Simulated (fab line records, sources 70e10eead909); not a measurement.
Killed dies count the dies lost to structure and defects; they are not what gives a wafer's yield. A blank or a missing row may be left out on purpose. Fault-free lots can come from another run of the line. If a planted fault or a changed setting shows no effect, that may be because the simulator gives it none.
Which tool is to blame?    flow nand harc    21 lots with 63 wafers sampled at 6 steps, on a route of 1159 steps

## WHAT EACH GAUGE READ, for each wafer
No reading from a measuring or inspecting step in the record can be judged against a usual standard deviation.

## WHICH TOOL RAN EACH LOT (tool, then ch and the chambers of the sampled wafers, then the start)
lot   NHARC_A_STAIRCASE_TRIM_229          NHARC_A_STAIRCASE_TRIM_233                     NHARC_A_STAIRCASE_ETCH_452                     NHARC_A_STAIRCASE_STRIP_316                    NHARC_A_STAIRCASE_ALD_415         NHARC_A_STAIRCASE_DESCUM_443
L075  rie diel-06 ch 0,3, day 11 11:20    rie diel-06 ch 0,2,3, day 12 03:28 or earlier  rie diel-12 ch 1,2,3, day 12 03:28 or earlier  rie diel-06 ch 0,2, day 12 03:28 or earlier    ald hk-02 ch 0,1,3, day 12 03:28  rie diel-12 ch 1,2,3, day 13 16:48
L076  rie diel-06 ch 1,2, day 11 19:04    rie diel-06 ch 0,1,2, day 12 09:44 or earlier  rie diel-08 ch 0,1,3, day 12 09:44 or earlier  rie diel-08 ch 0,2,3, day 12 09:44 or earlier  ald hk-04 ch 0,1, day 12 09:44    rie diel-06 ch 0,1,2, day 14 08:06
L078  rie diel-12 ch 0,1, day 12 02:31    rie diel-12 ch 1,2,3, day 12 19:46 or earlier  rie diel-12 ch 1,3, day 12 19:46 or earlier    rie diel-12 ch 0,3, day 12 19:46 or earlier    ald hk-03 ch 0,3, day 12 19:46    rie diel-12 ch 1,3, day 14 08:21
L077  rie diel-06 ch 0,2,3, day 12 02:44  rie diel-06 ch 1,2, day 12 17:26 or earlier    rie diel-06 ch 0,1,3, day 12 17:26 or earlier  rie diel-08 ch 1,2,3, day 12 17:26 or earlier  ald hk-03 ch 0,1,2, day 12 17:26  rie diel-08 ch 1,3, day 14 07:56
L080  rie diel-08 ch 2,3, day 12 08:34    rie diel-08 ch 0,2,3, day 13 00:39 or earlier  rie diel-06 ch 0,1,2, day 13 00:39 or earlier  rie diel-12 ch 0,2,3, day 13 00:39 or earlier  ald hk-03 ch 0,1, day 13 00:39    rie diel-06 ch 1,2,3, day 14 15:25
L079  rie diel-08 ch 1,2,3, day 12 10:04  rie diel-08 ch 1,2,3, day 13 00:49 or earlier  rie diel-12 ch 0,1,3, day 13 00:49 or earlier  rie diel-08 ch 2,3, day 13 00:49 or earlier    ald hk-04 ch 0,3, day 13 00:49    rie diel-12 ch 0,1, day 14 15:34
L082  rie diel-08 ch 0,2,3, day 12 21:13  rie diel-08 ch 0,2,3, day 13 12:41 or earlier  rie diel-06 ch 0,1, day 13 12:41 or earlier    rie diel-06 ch 0,2, day 13 12:41 or earlier    ald hk-03 ch 1,2,3, day 13 12:41  rie diel-06 ch 2,3, day 15 04:55
L083  rie diel-06 ch 2,3, day 12 22:55    rie diel-06 ch 0,2,3, day 13 15:17 or earlier  rie diel-08 ch 2,3, day 13 15:17 or earlier    rie diel-12 ch 2,3, day 13 15:17 or earlier    ald hk-04 ch 1,2,3, day 13 15:17  rie diel-08 ch 0,3, day 15 04:45
L081  rie diel-06 ch 0,1,2, day 13 07:10  rie diel-06 ch 0,1,3, day 13 23:23 or earlier  rie diel-12 ch 1,2,3, day 13 23:23 or earlier  rie diel-06 ch 0,2,3, day 13 23:23 or earlier  ald hk-04 ch 0,1,3, day 13 23:23  rie diel-08 ch 1,3, day 15 16:31
L085  rie diel-12 ch 0,2,3, day 13 19:26  rie diel-12 ch 0,2,3, day 14 10:30 or earlier  rie diel-06 ch 2,3, day 14 10:30 or earlier    rie diel-08 ch 0,1, day 14 10:30 or earlier    ald hk-03 ch 1,2, day 14 10:30    rie diel-08 ch 0,1, day 16 03:26
L084  rie diel-12 ch 0,1,2, day 13 20:17  rie diel-12 ch 0,1, day 14 11:56 or earlier    rie diel-08 ch 2,3, day 14 11:56 or earlier    rie diel-12 ch 0,2,3, day 14 11:56 or earlier  ald hk-03 ch 1,2, day 14 11:56    rie diel-06 ch 0,2, day 16 03:17
L086  rie diel-08 ch 0,1,3, day 14 10:42  rie diel-08 ch 1,2,3, day 15 00:44 or earlier  rie diel-08 ch 1,2,3, day 15 00:44 or earlier  rie diel-08 ch 0,2,3, day 15 00:44 or earlier  ald hk-03 ch 0,1,3, day 15 00:44  rie diel-12 ch 0,1, day 16 13:52
L087  rie diel-08 ch 1,2,3, day 14 11:05  rie diel-08 ch 1,2,3, day 15 01:44 or earlier  rie diel-08 ch 0,2, day 15 01:44 or earlier    rie diel-06 ch 1,3, day 15 01:44 or earlier    ald hk-04 ch 0,2,3, day 15 01:44  rie diel-08 ch 0,2,3, day 16 13:42
L088  rie diel-12 ch 1,2,3, day 14 15:25  rie diel-12 ch 1,2,3, day 15 08:36 or earlier  rie diel-08 ch 1,2, day 15 08:36 or earlier    rie diel-12 ch 0,3, day 15 08:36 or earlier    ald hk-04 ch 0,1, day 15 08:36    rie diel-08 ch 0,1, day 16 23:41
L089  rie diel-06 ch 1,2, day 14 23:25    rie diel-06 ch 1,2, day 15 14:33 or earlier    rie diel-06 ch 0,3, day 15 14:33 or earlier    rie diel-12 ch 2,3, day 15 14:33 or earlier    ald hk-04 ch 0,1,3, day 15 14:33  rie diel-06 ch 0,1,3, day 17 00:03
L091  rie diel-08 ch 0,1,2, day 15 11:23  rie diel-08 ch 0,1,3, day 16 04:05 or earlier  rie diel-08 ch 2,3, day 16 04:05 or earlier    rie diel-08 ch 1,3, day 16 04:05 or earlier    ald hk-02 ch 0,1,2, day 16 04:05  rie diel-06 ch 0,3, day 17 18:41
L093  rie diel-08 ch 1,2,3, day 15 15:08  rie diel-08 ch 0,1,3, day 16 05:56 or earlier  rie diel-12 ch 0,1,3, day 16 05:56 or earlier  rie diel-12 ch 0,2,3, day 16 05:56 or earlier  ald hk-04 ch 0,2,3, day 16 05:56  rie diel-08 ch 0,1,2, day 17 18:07
L092  rie diel-06 ch 0,3, day 15 15:56    rie diel-06 ch 0,1,2, day 16 07:38 or earlier  rie diel-12 ch 0,3, day 16 07:38 or earlier    rie diel-12 ch 0,1, day 16 07:38 or earlier    ald hk-02 ch 0,2, day 16 07:38    rie diel-06 ch 0,1, day 17 18:38
L095  rie diel-12 ch 0,2,3, day 16 02:03  rie diel-12 ch 1,2, day 16 18:49 or earlier    rie diel-12 ch 2,3, day 16 18:49 or earlier    rie diel-08 ch 0,2,3, day 16 18:49 or earlier  ald hk-03 ch 2,3, day 16 18:49    rie diel-08 ch 0,1,2, day 18 05:33
L097  rie diel-06 ch 0,1,2, day 16 18:01  rie diel-06 ch 0,2,3, day 17 09:22 or earlier  rie diel-08 ch 2,3, day 17 09:22 or earlier    rie diel-08 ch 0,1, day 17 09:22 or earlier    ald hk-04 ch 0,3, day 17 09:22    rie diel-12 ch 0,3, day 19 00:22
L096  rie diel-08 ch 0,1,2, day 17 02:29  rie diel-08 ch 1,3, day 17 18:21 or earlier    rie diel-12 ch 1,2,3, day 17 18:21 or earlier  rie diel-06 ch 1,3, day 17 18:21 or earlier    ald hk-04 ch 0,2,3, day 17 18:21  rie diel-08 ch 0,2,3, day 19 10:50
- NHARC_A_STAIRCASE_TRIM_229: chemistry O2, time 211.2 s.
- NHARC_A_STAIRCASE_TRIM_233: chemistry O2, time 211.2 s.
- NHARC_A_STAIRCASE_ETCH_452: etches the open film in CF4/O2, target depth 30 nm, overetch 3 nm, time 16.5 s.
- NHARC_A_STAIRCASE_STRIP_316: strips in O2.
- NHARC_A_STAIRCASE_ALD_415: deposits SiO2, target thk 30 nm, pulse time 6 s, ald cycles 300.
- NHARC_A_STAIRCASE_DESCUM_443: chemistry O2, time 3 s.

## AS READ BY THE TOOLS THEMSELVES (means over the sampled wafers that have a number; for cases with no such wafer, the mark the record gives instead)
NHARC_A_STAIRCASE_TRIM_229.
lot   tool         drypump motor current A (A)  oes product au (a.u.)  rf vpp V (V)  showerhead plenum p Torr (Torr)  throttle valve pct (%)
L075  rie diel-06  5.5                          0.997                  57.5          3.55                             17.037
L076  rie diel-06  6.1                          1.001                  57.5          3.62                             17.036
L078  rie diel-12  6.0                          0.980                  57.8          3.61                             17.036
L077  rie diel-06  5.9                          1.004                  57.5          3.59                             17.036
L080  rie diel-08  5.6                          1.011                  56.9          3.37                             17.032
L079  rie diel-08  5.9                          0.991                  57.5          3.49                             17.040
L082  rie diel-08  5.6                          1.004                  57.8          3.40                             17.042
L083  rie diel-06  6.1                          1.008                  57.6          3.62                             17.044
L081  rie diel-06  5.8                          0.998                  56.9          3.57                             17.036
L085  rie diel-12  5.3                          0.991                  57.9          3.49                             17.031
L084  rie diel-12  5.8                          0.991                  57.8          3.56                             17.039
L086  rie diel-08  5.9                          0.994                  56.9          3.52                             17.032
L087  rie diel-08  5.9                          0.999                  57.5          3.49                             17.040
L088  rie diel-12  5.4                          0.994                  57.5          3.53                             17.026
L089  rie diel-06  6.0                          1.001                  58.1          3.61                             17.030
L091  rie diel-08  6.1                          1.003                  57.3          3.47                             17.028
L093  rie diel-08  5.9                          1.002                  57.7          3.48                             17.034
L092  rie diel-06  5.8                          0.997                  57.0          3.59                             17.039
L095  rie diel-12  5.4                          0.997                  58.3          3.48                             17.049
L097  rie diel-06  5.7                          0.996                  57.7          3.55                             17.039
L096  rie diel-08  6.1                          1.002                  58.6          3.46                             17.040

NHARC_A_STAIRCASE_TRIM_233.
lot   tool         drypump motor current A (A)  oes product au (a.u.)  rf vpp V (V)  showerhead plenum p Torr (Torr)  throttle valve pct (%)
L075  rie diel-06  5.8                          1.009                  56.8          3.59                             17.043
L076  rie diel-06  5.7                          0.994                  57.7          3.58                             17.039
L078  rie diel-12  5.4                          0.995                  56.7          3.54                             17.035
L077  rie diel-06  6.1                          1.007                  57.8          3.62                             17.039
L080  rie diel-08  5.6                          1.005                  57.7          3.40                             17.034
L079  rie diel-08  5.9                          1.011                  57.8          3.49                             17.036
L082  rie diel-08  5.6                          1.003                  57.3          3.40                             17.036
L083  rie diel-06  5.8                          0.998                  58.3          3.58                             17.052
L081  rie diel-06  5.7                          0.997                  57.7          3.60                             17.031
L085  rie diel-12  5.4                          1.000                  58.0          3.49                             17.046
L084  rie diel-12  5.9                          0.982                  57.3          3.56                             17.032
L086  rie diel-08  5.9                          0.998                  57.2          3.49                             17.039
L087  rie diel-08  5.8                          0.993                  57.8          3.49                             17.038
L088  rie diel-12  5.4                          0.990                  57.8          3.52                             17.031
L089  rie diel-06  6.0                          0.999                  58.1          3.62                             17.033
L091  rie diel-08  5.9                          0.993                  57.2          3.51                             17.038
L093  rie diel-08  5.9                          0.993                  58.0          3.51                             17.044
L092  rie diel-06  5.7                          1.000                  57.8          3.56                             17.045
L095  rie diel-12  5.8                          0.996                  58.8          3.60                             17.036
L097  rie diel-06  5.8                          0.999                  57.9          3.56                             17.030
L096  rie diel-08  5.7                          0.999                  57.7          3.52                             17.043

NHARC_A_STAIRCASE_ETCH_452.
lot   tool         drypump motor current A (A)  oes product au (a.u.)  rf vpp V (V)  showerhead plenum p Torr (Torr)  throttle valve pct (%)
L075  rie diel-12  5.4                          0.988                  197.8         1.34                             13.389
L076  rie diel-08  5.8                          0.987                  197.4         1.33                             13.394
L078  rie diel-12  5.6                          0.991                  198.1         1.36                             13.405
L077  rie diel-06  5.7                          0.998                  198.2         1.36                             13.395
L080  rie diel-06  5.7                          1.001                  197.2         1.35                             13.387
L079  rie diel-12  5.5                          0.997                  198.0         1.34                             13.393
L082  rie diel-06  5.7                          0.988                  197.8         1.36                             13.392
L083  rie diel-08  5.4                          1.006                  197.4         1.29                             13.395
L081  rie diel-12  5.4                          0.993                  198.5         1.34                             13.398
L085  rie diel-06  6.1                          1.002                  198.3         1.37                             13.403
L084  rie diel-08  5.4                          1.007                  196.9         1.29                             13.407
L086  rie diel-08  5.9                          0.997                  196.1         1.32                             13.393
L087  rie diel-08  5.8                          1.001                  196.2         1.27                             13.396
L088  rie diel-08  6.3                          0.991                  198.1         1.35                             13.399
L089  rie diel-06  5.8                          1.003                  198.7         1.36                             13.398
L091  rie diel-08  5.6                          1.006                  195.7         1.27                             13.408
L093  rie diel-12  5.5                          0.983                  198.0         1.33                             13.393
L092  rie diel-12  5.4                          0.997                  197.8         1.32                             13.398
L095  rie diel-12  5.2                          1.004                  196.4         1.32                             13.386
L097  rie diel-08  5.6                          1.008                  196.3         1.26                             13.398
L096  rie diel-12  5.4                          0.992                  198.6         1.33                             13.408

NHARC_A_STAIRCASE_STRIP_316.
lot   tool         drypump motor current A (A)  oes product au (a.u.)  rf vpp V (V)  showerhead plenum p Torr (Torr)  throttle valve pct (%)
L075  rie diel-06  5.6                          1.002                  57.8          3.52                             17.035
L076  rie diel-08  5.6                          1.002                  57.6          3.40                             17.039
L078  rie diel-12  5.5                          0.996                  58.3          3.49                             17.039
L077  rie diel-08  5.9                          1.008                  58.6          3.49                             17.030
L080  rie diel-12  5.3                          0.997                  57.2          3.49                             17.038
L079  rie diel-08  5.6                          1.003                  57.4          3.37                             17.039
L082  rie diel-06  5.5                          0.992                  57.7          3.51                             17.037
L083  rie diel-12  5.2                          0.996                  57.8          3.49                             17.036
L081  rie diel-06  5.9                          0.998                  57.8          3.58                             17.033
L085  rie diel-08  6.1                          0.998                  57.2          3.50                             17.039
L084  rie diel-12  5.3                          0.994                  57.1          3.48                             17.041
L086  rie diel-08  5.6                          1.001                  57.7          3.39                             17.040
L087  rie diel-06  6.1                          0.987                  58.5          3.65                             17.038
L088  rie diel-12  5.5                          0.988                  57.5          3.48                             17.028
L089  rie diel-12  5.0                          1.000                  58.1          3.45                             17.029
L091  rie diel-08  5.7                          0.997                  58.1          3.53                             17.034
L093  rie diel-12  5.4                          0.997                  58.1          3.48                             17.040
L092  rie diel-12  5.9                          0.976                  58.8          3.59                             17.048
L095  rie diel-08  5.6                          0.995                  56.4          3.38                             17.044
L097  rie diel-08  6.3                          1.005                  57.4          3.58                             17.037
L096  rie diel-06  6.0                          0.993                  58.3          3.64                             17.032

NHARC_A_STAIRCASE_ALD_415.
lot   tool       heater power w (W)  precursor pulse height rel
L075  ald hk-02  444                 1.003
L076  ald hk-04  508                 1.003
L078  ald hk-03  387                 1.000
L077  ald hk-03  470                 0.983
L080  ald hk-03  448                 1.011
L079  ald hk-04  520                 1.017
L082  ald hk-03  445                 0.992
L083  ald hk-04  482                 1.019
L081  ald hk-04  510                 0.993
L085  ald hk-03  468                 1.003
L084  ald hk-03  501                 0.980
L086  ald hk-03  428                 1.010
L087  ald hk-04  487                 0.994
L088  ald hk-04  517                 0.984
L089  ald hk-04  514                 1.003
L091  ald hk-02  465                 1.029
L093  ald hk-04  492                 0.991
L092  ald hk-02  487                 0.997
L095  ald hk-03  415                 0.997
L097  ald hk-04  537                 1.026
L096  ald hk-04  497                 1.013

NHARC_A_STAIRCASE_DESCUM_443.
lot   tool         drypump motor current A (A)  oes product au (a.u.)  rf vpp V (V)  showerhead plenum p Torr (Torr)  throttle valve pct (%)
L075  rie diel-12  5.4                          0.990                  57.8          1.92                             11.315
L076  rie diel-06  5.7                          0.993                  57.8          1.93                             11.318
L078  rie diel-12  5.6                          0.983                  57.8          1.94                             11.316
L077  rie diel-08  6.1                          0.990                  57.7          1.96                             11.303
L080  rie diel-06  6.0                          0.990                  58.7          1.97                             11.323
L079  rie diel-12  5.9                          0.984                  58.1          1.95                             11.322
L082  rie diel-06  6.1                          1.007                  57.4          1.96                             11.314
L083  rie diel-08  5.4                          0.995                  57.7          1.86                             11.308
L081  rie diel-08  5.7                          0.995                  58.5          1.91                             11.310
L085  rie diel-08  6.2                          1.004                  57.8          1.95                             11.311
L084  rie diel-06  5.5                          0.991                  57.8          1.90                             11.317
L086  rie diel-12  5.9                          0.988                  58.5          1.95                             11.315
L087  rie diel-08  5.6                          0.997                  58.1          1.83                             11.306
L088  rie diel-08  6.0                          1.002                  58.2          1.89                             11.311
L089  rie diel-06  5.7                          0.992                  58.1          1.94                             11.319
L091  rie diel-06  5.5                          0.997                  58.1          1.91                             11.308
L093  rie diel-08  6.0                          0.998                  57.4          1.87                             11.317
L092  rie diel-06  5.4                          0.992                  58.0          1.90                             11.315
L095  rie diel-08  6.1                          1.001                  58.1          1.87                             11.318
L097  rie diel-12  5.1                          1.006                  58.0          1.86                             11.317
L096  rie diel-08  5.6                          1.004                  57.4          1.82                             11.318

## THE ANSWER, worked out from the rows above alone
Rule: the lots themselves supply what counts as usual. The widest of any qualifying gaps counts: lots, ordered by their means at a reading, are off when they make up no more than a third of the lots, leave a main group of 4 or more, and stand apart from it by 3 or more times the standard deviation of that group's means. A main group is skipped when, at the precision printed for the reading in the tables above, its means are all equal. A lot without any number at a reading at which 4 lots or more have one is off too. The other lots that the step has rows for count as sound. After the gauges, taken in route order, come the tools' own readings; for these a lot's mean is taken, as printed above. At the first step where some lot is off, the reading lying furthest off is the one used; lots without a number count as furthest.
No lot is off on any of the readings shown, so nothing can be concluded from this.

## WHAT THE SIMULATOR PUT IN
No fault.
